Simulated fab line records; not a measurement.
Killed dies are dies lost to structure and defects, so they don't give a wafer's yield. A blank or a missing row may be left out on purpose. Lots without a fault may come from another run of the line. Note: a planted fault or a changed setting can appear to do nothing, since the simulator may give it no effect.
fab line records -- flow n5_finfet
record lots=6, wafers=16, last_day=17
route steps=1938 shown BEOL_M1@780 BEOL_M4@1111
lots that met no fault: from a run of the same line without faults
start_h: hours from the record's opening day to when the first of the lot's shown wafers began -- wait_h: hours since the lot's step before -- " unchanged from the row above -- L1.1+2: a single row standing in for several wafers -- - no value present, or no start provided -- * or withheld: withheld -- < > ~ a bound
route shown NAME@n: a module of which the file shows steps, and the number in the route of the first -- usual: mean/standard deviation of fault-free wafers -- same: alike in all rows -- chamber/n: place in a boat -- sites: each site's reading -- _std_site: standard deviation across them -- _edge_site: outer sites' mean less inner sites' -- radius_mm: for every site, how far away it sits from the centre of the wafer -- mask NAME#n: copy n -- behind: the most recent tool/chamber to have shaped the wafer -- hold: what put the lot on hold/how long, in hours/how the hold closed -- device: transistor that didn't switch, given as n, p or np -- end of line: the tests these same wafers got at the end of their route -- where a step has no rows: the recipe by itself -- killed: count of dies lost to structure and defects at first sort (not the wafer's yield) -- map: the dies of a wafer, with x for killed, . for not killed, _ for no die there
set.NAME: setting as actually run; set.NAME@STEP: the setting as run at that earlier step -- model.NAME: the simulator's own value behind a step, which no gauge read
lots at selected steps of the route; one table per step, one row per wafer
services: when a tool's chamber went out of use (start_h, in hours from the record's first day, below 0 if earlier), for how many hours, and the reason
## steps
# step N5_BEOL_M1_COAT_22
# recipe resist=CAR-EUV, spin_rpm=1500, resist_thk_nm=30
# step N5_BEOL_M1_EBR_24
# recipe solvent=PGMEA, ebr_width_mm=1.5
# step N5_BEOL_M1_SOFTBAKE_23
# recipe temp_c=110, time_s=60, resist=CAR-EUV
# step N5_BEOL_M1_EXPOSE_25
# recipe mask_id=V0, na=0.33, source_shape=quasar, sigma_inner=0.2, sigma_outer=0.8, polarization=unpolarized, defocus_nm=5, target_cd_nm=24, dose_mj=63
# step N5_BEOL_M1_PEB_26
# recipe peb_temp_c=100, peb_time_s=60, resist=CAR-EUV
# step N5_BEOL_M1_DEVELOP_27
# recipe develop_time_s=30, developer=TMAH, resist=CAR-EUV, rinse_liquid=surfactant_rinse, dry=air_spin, dev_temp_c=23
# step N5_BEOL_M1_CD_MEAS_28
# recipe landing_energy_ev=500, detector=se_inlens, target_cd_y_nm=23.3
# usual cd_nm=24.00/0.21
lot.wafer,tool,chamber,start_h,wait_h,cd_nm
L149.2,cd_sem-03,0,121.31,-,24.03
L149.3,cd_sem-03,0,121.31,-,24.07
L149.6,cd_sem-03,0,121.31,-,23.73
L153.1,cd_sem-01,0,152.65,-,23.83
L153.3,cd_sem-01,0,152.65,-,23.88
L153.5,cd_sem-01,0,152.65,-,23.78
L160.3,cd_sem-02,0,192.25,-,24.05
L160.4,cd_sem-02,0,192.25,-,23.94
L161.4,cd_sem-02,0,201.51,-,23.79
L161.5,cd_sem-02,0,201.51,-,23.92
L164.2,cd_sem-03,0,212.98,-,24.02
L164.3,cd_sem-03,0,212.98,-,24.35
L164.4,cd_sem-03,0,212.98,-,24.07
L171.2,cd_sem-03,0,262.22,-,23.95
L171.3,cd_sem-03,0,262.22,-,24.23
L171.6,cd_sem-03,0,262.22,-,24.33
# step N5_BEOL_M1_OVL_MEAS_29
# recipe points_per_wafer=522
# usual V0_OVL=0.1/0.64
lot.wafer,tool,chamber,start_h,wait_h,V0_OVL[nm]
L149.2,overlay-02,0,121.35,0.0,-1.3
L149.3,overlay-02,0,121.35,0.0,-0.3
L149.6,overlay-02,0,121.35,0.0,-0.1
L153.1,overlay-02,0,152.68,0.0,1.3
L153.3,overlay-02,0,152.68,0.0,0.5
L153.5,overlay-02,0,152.68,0.0,1.4
L160.3,overlay-02,0,192.29,0.0,-0.6
L160.4,overlay-02,0,192.29,0.0,0.1
L161.4,overlay-01,0,201.55,0.0,-0.4
L161.5,overlay-01,0,201.55,0.0,-0.1
L164.2,overlay-01,0,213.01,0.0,-0.2
L164.3,overlay-01,0,213.01,0.0,0.0
L164.4,overlay-01,0,213.01,0.0,0.8
L171.2,overlay-02,0,262.25,0.0,0.4
L171.3,overlay-02,0,262.25,0.0,0.6
L171.6,overlay-02,0,262.25,0.0,0.2
# step N5_BEOL_M1_INSPECT_30
# recipe mode=adi, inspect_instrument=brightfield
# usual raw_defect_count=383/74
lot.wafer,tool,chamber,start_h,wait_h,raw_defect_count
L149.2,defect_inspect-01,-,121.41,0.0,318
L149.3,defect_inspect-01,-,121.41,0.0,346
L149.6,defect_inspect-01,-,121.41,0.0,470
L153.1,defect_inspect-01,-,152.73,0.1,405
L153.3,defect_inspect-01,-,152.73,0.1,404
L153.5,defect_inspect-01,-,152.73,0.1,504
L160.3,defect_inspect-01,-,192.34,0.0,308
L160.4,defect_inspect-01,-,192.34,0.0,321
L161.4,defect_inspect-01,-,201.59,0.0,370
L161.5,defect_inspect-01,-,201.59,0.0,443
L164.2,defect_inspect-02,-,213.06,0.0,483
L164.3,defect_inspect-02,-,213.06,0.0,414
L164.4,defect_inspect-02,-,213.06,0.0,385
L171.2,defect_inspect-02,-,262.31,0.0,279
L171.3,defect_inspect-02,-,262.31,0.0,395
L171.6,defect_inspect-02,-,262.31,0.0,364
# step N5_BEOL_M1_DESCUM_33
# recipe chemistry=O2, time_s=7, source_power_w=50, bias_power_w=20, pressure_mtorr=20, rf_frequency_hz=2.712e+07, temp_c=40, resist=CAR-EUV, o2_flow_sccm=225
# usual drypump_motor_current_A=5.9/0.43, oes_product_au=0.78/0.083, rf_vpp_V=242.4/1.5, showerhead_plenum_p_Torr=2.05/0.068, temp_c=39.98/0.11, throttle_valve_pct=20.34/0.26
lot.wafer,tool,chamber,start_h,wait_h,drypump_motor_current_A,oes_product_au,rf_hours_counter_h,rf_vpp_V,showerhead_plenum_p_Torr,temp_c,throttle_valve_pct
L149.2,rie_diel-02,2,121.44,0.0,5.1,0.68,244,242.7,2.07,39.95,20.34
L149.3,rie_diel-02,3,121.44,0.0,6.3,0.69,239,244.8,2.14,40.11,20.16
L149.6,rie_diel-02,0,121.44,0.0,5.7,0.77,-,242.1,2.10,39.96,20.60
L153.1,rie_diel-02,3,152.88,0.1,6.3,0.68,249,245.2,2.14,39.97,20.19
L153.3,rie_diel-02,1,152.88,0.1,5.7,0.77,126,240.3,1.93,39.94,19.92
L153.5,rie_diel-02,1,152.88,0.1,5.7,0.77,-,240.3,1.93,40.17,19.91
L160.3,rie_diel-03,3,192.49,0.1,6.2,0.78,109,240.9,2.02,39.87,20.44
L160.4,rie_diel-03,2,192.49,0.1,6.2,0.73,-,242.0,2.00,40.09,20.35
L161.4,rie_diel-03,3,201.64,0.0,6.2,0.79,112,243.5,2.02,39.94,20.45
L161.5,rie_diel-03,3,201.64,0.0,6.3,0.79,-,243.1,2.02,39.96,20.43
L164.2,rie_diel-04,1,213.10,0.0,6.1,0.75,169,244.9,2.17,39.92,20.31
L164.3,rie_diel-04,2,213.10,0.0,5.7,0.98,4,243.0,2.05,39.97,20.23
L164.4,rie_diel-04,3,213.10,0.0,5.8,0.72,225,242.6,2.07,40.14,20.65
L171.2,rie_diel-03,0,262.37,0.1,6.1,0.74,202,240.8,2.00,39.95,20.63
L171.3,rie_diel-03,2,262.37,0.1,6.2,0.71,191,240.1,1.99,39.93,20.41
L171.6,rie_diel-03,3,262.37,0.1,6.2,0.77,-,242.5,2.01,40.08,20.48
# step N5_BEOL_M1_ETCH_77
# recipe chemistry=N2/H2, target=underlayer, target_depth_a=65, mask_material=CAR-EUV, time_s=5.2, ion_energy_ev=200, pressure_mtorr=30, source_w=840, bias_w=150, n2_flow_sccm=200, h2_flow_sccm=200, ends=cleared
# usual drypump_motor_current_A=5.9/0.42, etch_rf_on_time_s=5.18/0.1, n2_flow_sccm=200.1/0.55, oes_product_au=0.66/0.073, rf_vpp_V=522.5/2.7, showerhead_plenum_p_Torr=2.49/0.085, throttle_valve_pct=17.80/0.26
lot.wafer,tool,chamber,start_h,wait_h,drypump_motor_current_A,etch_rf_on_time_s,n2_flow_sccm,oes_product_au,rf_hours_counter_h,rf_vpp_V,showerhead_plenum_p_Torr,throttle_valve_pct
L149.2,rie_diel-02,2,121.48,0.0,5.2,5.20,199.3,0.57,244,521.8,2.49,17.67
L149.3,rie_diel-02,3,121.48,0.0,6.3,5.33,200.3,0.58,239,525.4,2.62,17.79
L149.6,rie_diel-02,0,121.48,0.0,5.7,5.26,200.5,0.64,-,526.4,2.55,18.06
L153.1,rie_diel-02,3,152.91,0.0,6.3,5.32,200.5,0.58,249,527.2,2.61,17.81
L153.3,rie_diel-02,1,152.91,0.0,5.7,5.01,200.3,0.66,126,517.6,2.35,17.38
L153.5,rie_diel-02,1,152.91,0.0,5.7,5.02,200.5,0.67,-,518.7,2.35,17.38
L160.3,rie_diel-03,3,192.53,0.0,6.2,5.22,199.5,0.67,109,519.4,2.45,17.85
L160.4,rie_diel-03,2,192.53,0.0,6.2,5.23,200.8,0.61,-,520.9,2.44,17.96
L161.4,rie_diel-03,3,201.67,0.0,6.2,5.12,199.8,0.68,112,520.8,2.45,17.86
L161.5,rie_diel-03,3,201.67,0.0,6.2,5.13,200.0,0.68,-,522.2,2.45,17.87
L164.2,rie_diel-04,1,213.13,0.0,6.1,5.21,199.8,0.63,169,525.4,2.65,17.80
L164.3,rie_diel-04,2,213.13,0.0,5.7,5.14,199.9,0.83,4,522.2,2.49,17.66
L164.4,rie_diel-04,3,213.13,0.0,5.8,5.18,200.7,0.61,225,524.3,2.51,18.10
L171.2,rie_diel-03,0,262.40,0.0,6.1,5.21,200.4,0.63,202,520.4,2.41,17.90
L171.3,rie_diel-03,2,262.40,0.0,6.2,5.18,199.9,0.61,191,519.1,2.43,18.01
L171.6,rie_diel-03,3,262.40,0.0,6.2,5.14,200.7,0.66,-,521.9,2.45,17.84
# step N5_BEOL_M1_ETCH_69
# recipe chemistry=CF4, target=SiARC, target_depth_a=156, mask_material=CAR-EUV, time_s=26, ion_energy_ev=80, pressure_mtorr=40, source_w=545, bias_w=36, Ar_flow_sccm=100, cf4_flow_sccm=100, ends=cleared
# usual drypump_motor_current_A=5.9/0.42, etch_rf_on_time_s=26.0/0.5, oes_product_au=0.66/0.072, rf_vpp_V=183.5/1.2, showerhead_plenum_p_Torr=2.10/0.068, throttle_valve_pct=15.56/0.25
lot.wafer,tool,chamber,start_h,wait_h,drypump_motor_current_A,etch_rf_on_time_s,oes_product_au,rf_hours_counter_h,rf_vpp_V,showerhead_plenum_p_Torr,throttle_valve_pct
L149.2,rie_diel-02,2,121.49,0.0,5.1,26.0,0.58,244,182.1,2.11,15.54
L149.3,rie_diel-02,3,121.49,0.0,6.3,26.5,0.59,239,185.5,2.20,15.53
L149.6,rie_diel-02,0,121.49,0.0,5.7,26.2,0.65,-,183.9,2.15,15.79
L153.1,rie_diel-02,3,152.93,0.0,6.3,26.6,0.58,249,183.5,2.19,15.53
L153.3,rie_diel-02,1,152.93,0.0,5.7,25.5,0.67,126,182.1,1.99,15.21
L153.5,rie_diel-02,1,152.93,0.0,5.7,25.6,0.66,-,182.9,1.99,15.20
L160.3,rie_diel-03,3,192.55,0.0,6.2,26.3,0.67,109,184.0,2.07,15.59
L160.4,rie_diel-03,2,192.55,0.0,6.2,26.3,0.62,-,182.8,2.06,15.63
L161.4,rie_diel-03,3,201.69,0.0,6.2,26.2,0.67,112,183.9,2.07,15.58
L161.5,rie_diel-03,3,201.69,0.0,6.2,26.5,0.67,-,184.3,2.07,15.58
L164.2,rie_diel-04,1,213.15,0.0,6.1,26.1,0.64,169,184.4,2.22,15.54
L164.3,rie_diel-04,2,213.15,0.0,5.7,25.6,0.84,4,182.9,2.12,15.45
L164.4,rie_diel-04,3,213.15,0.0,5.8,26.1,0.61,225,185.2,2.11,15.86
L171.2,rie_diel-03,0,262.42,0.0,6.1,26.0,0.62,202,183.4,2.04,15.80
L171.3,rie_diel-03,2,262.42,0.0,6.2,25.9,0.60,191,182.3,2.05,15.69
L171.6,rie_diel-03,3,262.42,0.0,6.2,25.8,0.66,-,183.9,2.07,15.61
# step N5_BEOL_M1_ALD_98
# recipe material=SiO2, target_thk_a=25, temp_c=100, ald_precursor_family=BDEAS, ald_co_reactant=O2-plasma, pulse_time_s=1, co_reactant_pulse_time_s=1, purge_time_s=2, co_reactant_purge_time_s=2, ald_cycles=17, pressure_torr=2
# usual ald_cycles=17/0, heater_power_w=79/6.9, precursor_pulse_height_rel=0.998/0.018
lot.wafer,tool,chamber,start_h,wait_h,ald_cycles,heater_power_w,precursor_pulse_height_rel
L149.2,ald_sin-04,3,121.58,0.1,17,84,1.038
L149.3,ald_sin-04,2,121.58,0.1,17,78,0.976
L149.6,ald_sin-04,3,121.58,0.1,17,86,0.980
L153.1,ald_sin-01,3,153.04,0.1,17,67,1.006
L153.3,ald_sin-01,0,153.04,0.1,17,75,0.998
L153.5,ald_sin-01,0,153.04,0.1,17,75,1.025
L160.3,ald_sin-04,2,192.63,0.1,18,76,0.980
L160.4,ald_sin-04,1,192.63,0.1,18,77,1.009
L161.4,ald_sin-04,2,201.77,0.1,18,76,1.005
L161.5,ald_sin-04,1,201.77,0.1,17,75,0.998
L164.2,ald_sin-01,3,213.32,0.1,17,66,1.006
L164.3,ald_sin-01,1,213.32,0.1,17,90,0.995
L164.4,ald_sin-01,0,213.32,0.1,17,75,1.023
L171.2,ald_sin-01,0,262.60,0.1,17,76,0.996
L171.3,ald_sin-01,2,262.60,0.1,17,79,0.974
L171.6,ald_sin-01,1,262.60,0.1,17,91,1.021
# step N5_BEOL_M1_ETCHBACK_99
# recipe chemistry=CHF3, target=SiO2, target_depth_a=50, time_s=10.4, source_w=215, bias_w=47, Ar_flow_sccm=200, CHF3_flow_sccm=12, ion_energy_ev=100, pressure_mtorr=30
# usual CHF3_flow_sccm=12.01/0.038, drypump_motor_current_A=5.8/0.48, oes_f_703_au=0.77/0.086, oes_product_au=0.77/0.089, rf_vpp_V=239.8/2.5, showerhead_plenum_p_Torr=2.12/0.067, throttle_valve_pct=17.09/0.21
lot.wafer,tool,chamber,start_h,wait_h,CHF3_flow_sccm,drypump_motor_current_A,oes_f_703_au,oes_product_au,rf_hours_counter_h,rf_vpp_V,showerhead_plenum_p_Torr,throttle_valve_pct
L149.2,rie_diel-02,3,123.60,2.0,11.98,6.3,0.69,0.69,239,242.4,2.21,16.93
L149.3,rie_diel-02,1,123.60,2.0,11.94,5.7,0.78,0.78,122,236.2,1.99,16.63
L149.6,rie_diel-02,3,123.60,2.0,12.01,6.3,0.69,0.69,-,243.5,2.21,16.92
L153.1,rie_diel-03,3,153.16,0.1,12.00,6.2,0.82,0.80,97,235.2,2.08,17.03
L153.3,rie_diel-03,2,153.16,0.1,12.03,6.2,0.73,0.74,157,239.4,2.07,17.06
L153.5,rie_diel-03,1,153.16,0.1,11.97,4.7,0.68,0.67,-,241.4,2.21,17.23
L160.3,rie_diel-03,1,194.87,2.2,12.02,4.7,1.01,1.01,0,242.0,2.21,16.78
L160.4,rie_diel-03,2,194.87,2.2,11.98,6.2,0.72,0.73,170,240.0,2.06,17.07
L161.4,rie_diel-04,1,203.36,1.5,12.00,6.1,0.75,0.75,166,244.7,2.24,16.99
L161.5,rie_diel-04,3,203.36,1.5,12.00,5.8,0.72,0.71,-,238.9,2.12,17.26
L164.2,rie_diel-04,1,213.49,0.1,11.99,6.1,0.75,0.74,169,243.5,2.23,16.98
L164.3,rie_diel-04,0,213.49,0.1,11.94,5.6,0.70,0.68,213,241.2,2.13,17.41
L164.4,rie_diel-04,2,213.49,0.1,12.00,5.7,0.97,0.97,4,239.1,2.12,16.91
L171.2,rie_diel-03,2,262.74,0.1,11.97,6.2,0.71,0.72,191,238.3,2.06,17.12
L171.3,rie_diel-03,0,262.74,0.1,12.03,6.1,0.73,0.74,202,239.1,2.05,17.27
L171.6,rie_diel-03,1,262.74,0.1,12.02,4.7,0.93,0.94,-,241.5,2.20,16.83
# step N5_BEOL_M1_ETCH_70
# recipe chemistry=N2/H2, target=SOC, target_depth_a=800, overetch_a=160, mask_material=SiARC, temp_c=40, time_s=120, ion_energy_ev=200, pressure_mtorr=30, source_w=840, bias_w=150, n2_flow_sccm=200, h2_flow_sccm=200
# usual drypump_motor_current_A=5.8/0.48, n2_flow_sccm=200.0/0.59, oes_product_au=0.59/0.064, rf_vpp_V=522.7/2.3, showerhead_plenum_p_Torr=2.50/0.079, temp_c=39.99/0.11, throttle_valve_pct=17.82/0.22
lot.wafer,tool,chamber,start_h,wait_h,drypump_motor_current_A,n2_flow_sccm,oes_product_au,rf_hours_counter_h,rf_vpp_V,showerhead_plenum_p_Torr,temp_c,throttle_valve_pct
L149.2,rie_diel-02,3,123.63,0.0,6.3,200.7,0.53,239,526.6,2.62,40.23,17.77
L149.3,rie_diel-02,1,123.63,0.0,5.7,200.3,0.59,122,518.3,2.35,39.92,17.32
L149.6,rie_diel-02,3,123.63,0.0,6.3,200.2,0.53,-,525.5,2.62,39.98,17.76
L153.1,rie_diel-03,3,153.19,0.0,6.2,200.7,0.61,97,521.1,2.46,40.04,17.78
L153.3,rie_diel-03,2,153.19,0.0,6.2,199.8,0.56,157,520.0,2.44,39.90,17.90
L153.5,rie_diel-03,1,153.19,0.0,4.7,200.1,0.51,-,525.9,2.60,39.95,17.88
L160.3,rie_diel-03,1,194.91,0.0,4.7,200.3,0.77,0,525.1,2.60,40.08,17.44
L160.4,rie_diel-03,2,194.91,0.0,6.2,199.4,0.56,170,520.3,2.44,39.92,17.91
L161.4,rie_diel-04,1,203.40,0.0,6.1,199.6,0.58,166,526.3,2.65,39.91,17.75
L161.5,rie_diel-04,3,203.40,0.0,5.9,201.2,0.55,-,520.0,2.51,39.92,18.06
L164.2,rie_diel-04,1,213.52,0.0,6.1,199.7,0.57,169,526.0,2.65,40.22,17.76
L164.3,rie_diel-04,0,213.52,0.0,5.6,200.9,0.53,213,522.1,2.52,40.04,18.13
L164.4,rie_diel-04,2,213.52,0.0,5.7,199.9,0.74,4,523.7,2.49,40.00,17.63
L171.2,rie_diel-03,2,262.77,0.0,6.2,200.6,0.55,191,520.6,2.43,40.08,17.96
L171.3,rie_diel-03,0,262.77,0.0,6.1,200.4,0.56,202,519.4,2.41,39.91,17.88
L171.6,rie_diel-03,1,262.77,0.0,4.7,200.8,0.71,-,524.5,2.59,40.00,17.48
# step N5_BEOL_M1_STRIP_71
# recipe chemistry=N2/H2, temp_c=40, n2_flow_sccm=200, h2_flow_sccm=200, rf_frequency_hz=6e+07
# step N5_BEOL_M1_STRIP_78
# recipe chemistry=N2/H2, temp_c=40, n2_flow_sccm=200, h2_flow_sccm=200, rf_frequency_hz=6e+07
# step N5_BEOL_M1_VIA_ETCH_34
# recipe chemistry=C4F6/O2, target_depth_a=678, mask_material=SOC, pressure_mtorr=15, ion_energy_ev=250, taper_deg=4, time_s=64.4, source_w=350, bias_w=170, Ar_flow_sccm=300, C4F6_flow_sccm=10, O2_flow_sccm=10
# usual drypump_motor_current_A=5.8/0.48, oes_f_703_au=0.77/0.086, oes_product_au=0.76/0.089, rf_vpp_V=663/6.3, showerhead_plenum_p_Torr=2.80/0.085, throttle_valve_pct=30.73/0.22
lot.wafer,tool,chamber,start_h,wait_h,drypump_motor_current_A,oes_f_703_au,oes_product_au,rf_hours_counter_h,rf_vpp_V,showerhead_plenum_p_Torr,throttle_valve_pct,model.BEOL_M1.cd_nm
L149.2,rie_diel-02,3,123.73,0.0,6.2,0.69,0.68,240,671,2.91,30.41,17.8
L149.3,rie_diel-02,1,123.73,0.0,5.7,0.79,0.78,122,656,2.64,30.16,18
L149.6,rie_diel-02,3,123.73,0.0,6.3,0.69,0.68,-,671,2.91,30.41,17.8
L153.1,rie_diel-03,3,153.29,0.0,6.2,0.82,0.80,97,653,2.76,30.81,18
L153.3,rie_diel-03,2,153.29,0.0,6.2,0.74,0.74,157,660,2.74,30.74,17.8
L153.5,rie_diel-03,1,153.29,0.0,4.7,0.68,0.66,-,667,2.92,30.88,17.8
L160.3,rie_diel-03,1,195.01,0.0,4.7,1.00,1.02,0,668,2.92,30.58,17.8
L160.4,rie_diel-03,2,195.01,0.0,6.2,0.72,0.73,170,660,2.73,30.75,17.6
L161.4,rie_diel-04,1,203.50,0.0,6.1,0.75,0.75,166,676,2.95,30.52,17.4
L161.5,rie_diel-04,3,203.50,0.0,5.8,0.72,0.71,-,662,2.80,30.87,17.6
L164.2,rie_diel-04,1,213.62,0.0,6.1,0.75,0.74,169,676,2.95,30.53,17.8
L164.3,rie_diel-04,0,213.62,0.0,5.6,0.69,0.69,213,665,2.81,31.00,18
L164.4,rie_diel-04,2,213.62,0.0,5.7,0.96,0.96,4,660,2.80,30.74,17.8
L171.2,rie_diel-03,2,262.88,0.0,6.1,0.71,0.71,191,661,2.72,30.77,17.8
L171.3,rie_diel-03,0,262.88,0.0,6.1,0.72,0.74,202,666,2.71,30.83,17.8
L171.6,rie_diel-03,1,262.88,0.0,4.8,0.93,0.93,-,669,2.91,30.60,18
# step N5_BEOL_M1_STRIP_83
# recipe chemistry=C4F6/O2, resist=SiARC, rf_frequency_hz=6e+07
# step N5_BEOL_M4_RC_MEAS_101
# usual DIBL_N=35.7/1.3, DIBL_P=35.4/1.8, IOFF_N=0.152/0.027, IOFF_P=0.20/0.034, ION_N=672/9.8, ION_P=461/7.5, SS_N=71.4/0.55, SS_P=73.1/0.61, VT_N=251/3.3, VT_P=-251/3.6
lot.wafer,tool,chamber,start_h,wait_h,DIBL_N[mV/V],DIBL_P[mV/V],IOFF_N[nA/um],IOFF_P[nA/um],ION_N[uA/um],ION_P[uA/um],SS_N[mV/dec],SS_P[mV/dec],VT_N[mV],VT_P[mV]
L149.2,prober-02,0,162.89,0.2,34.8,37.0,0.161,0.23,683,471,71.2,73.2,247,-247
L149.3,prober-02,0,162.89,0.2,36.3,38.8,0.196,0.26,688,473,71.1,73.5,245,-245
L149.6,prober-02,0,162.89,0.2,35.8,38.0,0.179,0.25,684,472,71.4,73.3,246,-246
L153.1,prober-01,0,191.09,0.0,36.1,37.9,0.183,0.20,686,468,71.6,73.1,250,-254
L153.3,prober-01,0,191.09,0.0,35.8,36.7,0.166,0.18,681,458,71.2,72.8,251,-255
L153.5,prober-01,0,191.09,0.0,36.6,37.1,0.186,0.19,682,456,71.3,73.1,248,-254
L160.3,prober-02,0,237.24,0.3,37.1,35.1,0.195,0.23,686,469,70.6,73.9,244,-245
L160.4,prober-02,0,237.24,0.3,36.1,35.3,0.169,0.23,680,469,70.6,73.0,244,-246
L161.4,prober-02,0,240.47,0.5,37.4,36.0,0.168,0.18,670,447,72.4,73.3,252,-255
L161.5,prober-02,0,240.47,0.5,36.3,35.1,0.160,0.17,663,451,71.4,73.7,251,-255
L164.2,prober-01,0,256.24,0.2,38.1,37.4,0.178,0.22,667,456,71.9,74.0,248,-251
L164.3,prober-01,0,256.24,0.2,37.8,36.4,0.179,0.20,676,455,72.1,74.4,249,-253
L164.4,prober-01,0,256.24,0.2,35.4,34.7,0.144,0.17,678,452,71.8,72.4,249,-255
L171.2,prober-01,0,308.32,0.2,36.9,37.5,0.164,0.22,682,465,71.1,73.7,249,-254
L171.3,prober-01,0,308.32,0.2,35.3,35.2,0.132,0.17,670,456,70.9,73.0,252,-253
L171.6,prober-01,0,308.32,0.2,36.3,36.8,0.148,0.20,674,459,71.1,73.7,252,-251
## services
tool,chamber,start_h,hours,kind
rie_diel-02,1,128.59,14.5,repair
rie_diel-02,2,143.09,-,clean
rie_diel-02,2,143.09,-,consumable_replace:focus_ring
rie_diel-02,2,143.09,35.0,scheduled_down
rie_diel-02,2,143.09,35.0,vent_cycle
rie_diel-03,1,170.57,-,clean
rie_diel-03,1,170.57,-,consumable_replace:focus_ring
rie_diel-03,1,170.57,23.4,scheduled_down
rie_diel-03,1,170.57,23.4,vent_cycle
ald_sin-04,-,176.82,14.0,pm
rie_diel-02,3,178.06,-,clean
rie_diel-02,3,178.06,-,consumable_replace:focus_ring
rie_diel-02,3,178.06,12.3,scheduled_down
rie_diel-02,3,178.06,12.3,vent_cycle
rie_diel-04,2,185.70,-,clean
rie_diel-04,2,185.70,-,consumable_replace:focus_ring
rie_diel-04,2,185.70,13.5,scheduled_down
ald_sin-01,-,186.80,0.8,pm
ald_sin-01,0,196.32,3.0,repair
ald_sin-01,-,239.76,6.1,pm
ald_sin-01,-,245.87,2.8,pm
rie_diel-04,2,250.08,2.5,repair
ald_sin-04,2,253.48,2.3,repair
rie_diel-04,3,257.50,8.1,repair
## key
first_sign step=N5_BEOL_M1_ALD_98, reading=ald_cycles, direction=up, sigmas=99+, usual=*, struck=*
effect none on later readings
model_effect step=N5_BEOL_M1_VIA_ETCH_34, value=BEOL_M1.cd_nm, without=18, struck=17.6
met_at N5_BEOL_M1_ALD_98
struck_wafers L160.3,L160.4,L161.4
onset_between 121.58 192.63
fault kind=process_parameter_drift, tool=ald_sin-04, chamber=-, onset_h=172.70, steps=N5_BEOL_M1_ALD_98, channel=ald_cycles, offset=*, shape=step, end_h=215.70, scope=struck_wafers_only, acts_in=*, stated=*
